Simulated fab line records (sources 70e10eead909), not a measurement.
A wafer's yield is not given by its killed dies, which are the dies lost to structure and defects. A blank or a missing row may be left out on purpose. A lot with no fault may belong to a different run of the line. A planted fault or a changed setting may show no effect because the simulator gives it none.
Commonality check across tools | flow nand-harc | Sampled: 14 lots, 48 wafers

## WHY THIS WAS OPENED
Flagged at NHARC_A_ONON_D1_THK_MEAS_24: reading thk-nm, on 2 of 14 lots. Wafers without a fault read 996 nm, standard deviation 12.
Rule: a lot is flagged when every wafer of it that has a number lies more than 4 standard deviations from that mean, or none has a number. The other lots count as sound.

lot  | measured     | on            | thk-nm (nm), wafer by wafer   | flag
L200 | day 8 06:13  | film-metro-02 | 986 987 985                   |
L204 | day 10 00:38 | film-metro-01 | 1022 1021 1021                |
L205 | day 10 00:39 | film-metro-02 | 983 984 984                   |
L207 | day 10 18:41 | film-metro-01 | 1005 1006 1007                |
L206 | day 10 18:55 | film-metro-02 | 993 994 992                   |
L210 | day 12 15:46 | film-metro-02 | 1053 1052 1054 1054 1054 1052 | FLAGGED
L211 | day 12 19:32 | film-metro-02 | 1005 1006 1006                |
L212 | day 13 08:10 | film-metro-01 | 1081 1080 1081 1080 1081 1078 | FLAGGED
L218 | day 15 09:37 | film-metro-01 | 976 975 976                   |
L219 | day 16 00:09 | film-metro-02 | 989 990 990                   |
L221 | day 16 17:21 | film-metro-01 | 1008 1006 1008                |
L220 | day 16 17:22 | film-metro-01 | 983 981 982                   |
L222 | day 17 07:29 | film-metro-01 | 1013 1012 1011                |
L223 | day 18 03:48 | film-metro-01 | 998 999 1000                  |
The numbers of the flagged lots are 1067 nm on average: +71 nm against the usual, or +6 standard deviations.

## TOOL THAT RAN EACH LOT
The record holds 2 process steps before the reading, out of a route of 1302 steps. In each cell: the tool, then ch and the chambers that the sampled wafers went through, then the start.
lot  | flag    | NHARC_P_BONDPAD_ACTIVATE_29        | NHARC_A_ONON_D1_DEP_22
L200 |         | rie-diel-11 ch 0,1,2, day 6 16:49  | pecvd-onon-03 ch 0, day 8 05:47
L204 |         | rie-diel-03 ch 0,1,2, day 8 11:59  | pecvd-onon-01 ch 0, day 10 00:19
L205 |         | rie-diel-03 ch 0,1,3, day 8 17:23  | pecvd-onon-03 ch 0, day 10 00:08
L207 |         | rie-diel-08 ch 0,3, day 9 09:53    | pecvd-onon-01 ch 0, day 10 18:10
L206 |         | rie-diel-11 ch 0,3, day 9 06:58    | pecvd-onon-04 ch 0, day 10 18:31
L210 | FLAGGED | rie-diel-03 ch 0,2,3, day 11 01:20 | pecvd-onon-03 ch 0, day 12 15:15
L211 |         | rie-diel-03 ch 1,2, day 11 08:22   | pecvd-onon-01 ch 0, day 12 19:02
L212 | FLAGGED | rie-diel-08 ch 0,1,3, day 11 18:25 | pecvd-onon-03 ch 0, day 13 07:50
L218 |         | rie-diel-11 ch 0,3, day 14 00:13   | pecvd-onon-04 ch 0, day 15 09:06
L219 |         | rie-diel-11 ch 0,2,3, day 14 13:44 | pecvd-onon-04 ch 0, day 15 23:46
L221 |         | rie-diel-08 ch 0,1,3, day 15 06:05 | pecvd-onon-03 ch 0, day 16 17:01
L220 |         | rie-diel-11 ch 0,2,3, day 15 06:38 | pecvd-onon-04 ch 0, day 16 16:54
L222 |         | rie-diel-03 ch 2,3, day 15 19:04   | pecvd-onon-01 ch 0, day 17 06:59
L223 |         | rie-diel-11 ch 0,2, day 16 15:46   | pecvd-onon-01 ch 0, day 18 03:24
What the steps here do:
- NHARC_P_BONDPAD_ACTIVATE_29: chemistry N2, time 60 s.
- NHARC_A_ONON_D1_DEP_22: target thk 1000 nm.
- NHARC_A_ONON_D1_THK_MEAS_24: measures by ellipsometry.

## FLAGGED AGAINST TOTAL, ONE TOOL AT A TIME (gauges that did the reading follow at the end)
step                        | tool          | lots run | flagged | share of the flagged lots | sound lots run after its first flagged lot
NHARC_P_BONDPAD_ACTIVATE_29 | rie-diel-03   | 5        | 1       | some                      | 2 (L211,L222)
NHARC_P_BONDPAD_ACTIVATE_29 | rie-diel-08   | 3        | 1       | some                      | 1 (L221)
NHARC_P_BONDPAD_ACTIVATE_29 | rie-diel-11   | 6        | 0       | none                      | -
NHARC_A_ONON_D1_DEP_22      | pecvd-onon-01 | 5        | 0       | none                      | -
NHARC_A_ONON_D1_DEP_22      | pecvd-onon-03 | 5        | 2       | all                       | 1 (L221)
NHARC_A_ONON_D1_DEP_22      | pecvd-onon-04 | 4        | 0       | none                      | -
NHARC_A_ONON_D1_THK_MEAS_24 | film-metro-01 | 8        | 1       | some                      | 5 (L218,L221,L220,L222,L223)
NHARC_A_ONON_D1_THK_MEAS_24 | film-metro-02 | 6        | 1       | some                      | 2 (L211,L219)

## WHAT IS ALLOWED BY THE TABLE
Rows of the table that ran each flagged lot: 1, that is pecvd-onon-03 at NHARC_A_ONON_D1_DEP_22.
- pecvd-onon-03 at NHARC_A_ONON_D1_DEP_22: 2 of its 5 lots flagged. Lots that were sound ran on it after the first flagged one (L221); a persistent fault on the entire tool would not allow that.
Every row of the table either missed a flagged lot or ran a sound lot after the first.

## WHAT WAS PUT IN BY THE SIMULATOR
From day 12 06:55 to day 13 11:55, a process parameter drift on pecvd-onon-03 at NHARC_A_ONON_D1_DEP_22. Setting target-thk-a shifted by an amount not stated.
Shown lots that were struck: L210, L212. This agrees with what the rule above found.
